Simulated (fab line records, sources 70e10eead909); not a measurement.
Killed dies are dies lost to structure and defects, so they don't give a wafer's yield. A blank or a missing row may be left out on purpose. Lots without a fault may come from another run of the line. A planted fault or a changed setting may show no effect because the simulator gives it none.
Which tool did it? | flow nand_harc | 7 lots, 21 wafers sampled, at 3 steps of a route of 1302

WHAT THE GAUGES READ, wafer by wafer
NHARC_HYBRID_BOND_OVL_MEAS_05.
lot  | measured     | on         | overlay_x_nm (nm)
L413 | day 24 07:29 | overlay-01 | 22 -22 18
L415 | day 25 01:36 | overlay-01 | -39 -84 -9
L417 | day 25 16:46 | overlay-01 | -7 -1 44
L425 | day 29 07:46 | overlay-02 | -8 -13 37
L430 | day 31 11:08 | overlay-02 | -30 -39 12
L432 | day 31 20:02 | overlay-01 | -13 -30 -2
L434 | day 33 14:45 | overlay-01 | 43 0 -15

WHICH TOOL RAN EACH LOT (tool, then ch and the chambers of the sampled wafers, then the start)
lot  | NHARC_P_M2_ETCH_15                 | NHARC_A_BONDPAD_PVD_17
L413 | rie_diel-13 ch 0,1, day 7 07:24    | pvd_sputter-03, day 24 07:29 or earlier
L415 | rie_diel-04 ch 0,1, day 8 04:04    | pvd_sputter-03, day 25 01:36 or earlier
L417 | rie_diel-13 ch 0,2,3, day 8 20:27  | pvd_sputter-01, day 25 16:46 or earlier
L425 | rie_diel-04 ch 1,2,3, day 12 07:57 | pvd_sputter-01, day 29 07:46 or earlier
L430 | rie_diel-13 ch 0,2,3, day 14 10:22 | pvd_sputter-01, day 31 11:08 or earlier
L432 | rie_diel-13 ch 0,2, day 15 03:28   | pvd_sputter-02, day 31 20:02 or earlier
L434 | rie_diel-13 ch 1,2,3, day 16 04:08 | pvd_sputter-03, day 33 14:45 or earlier
- NHARC_P_M2_ETCH_15: etches the open film in C4F8/Ar, target depth 182.5 nm, time 91.2 s.
- NHARC_A_BONDPAD_PVD_17: deposits TaN, target thk 5 nm, time 8.06 s.

THE ANSWER, worked out from the rows above alone
Rule: what is usual is taken from the lots themselves. Put in order of their means at a reading, lots are off if they are a third of the lots or fewer, leave a main group of 4 or more, and stand apart from it by a gap of 3 or more times the standard deviation of the main group's means; of several such gaps the widest counts. A main group whose means are all the same, to the digits that the tables above print for the reading, isn't used. A lot without any number at a reading at which 4 lots or more have one is off too. The other lots that the step has rows for count as sound.
No lot is off at any reading shown: from this, nothing can be told.

WHAT THE SIMULATOR HAD PUT IN
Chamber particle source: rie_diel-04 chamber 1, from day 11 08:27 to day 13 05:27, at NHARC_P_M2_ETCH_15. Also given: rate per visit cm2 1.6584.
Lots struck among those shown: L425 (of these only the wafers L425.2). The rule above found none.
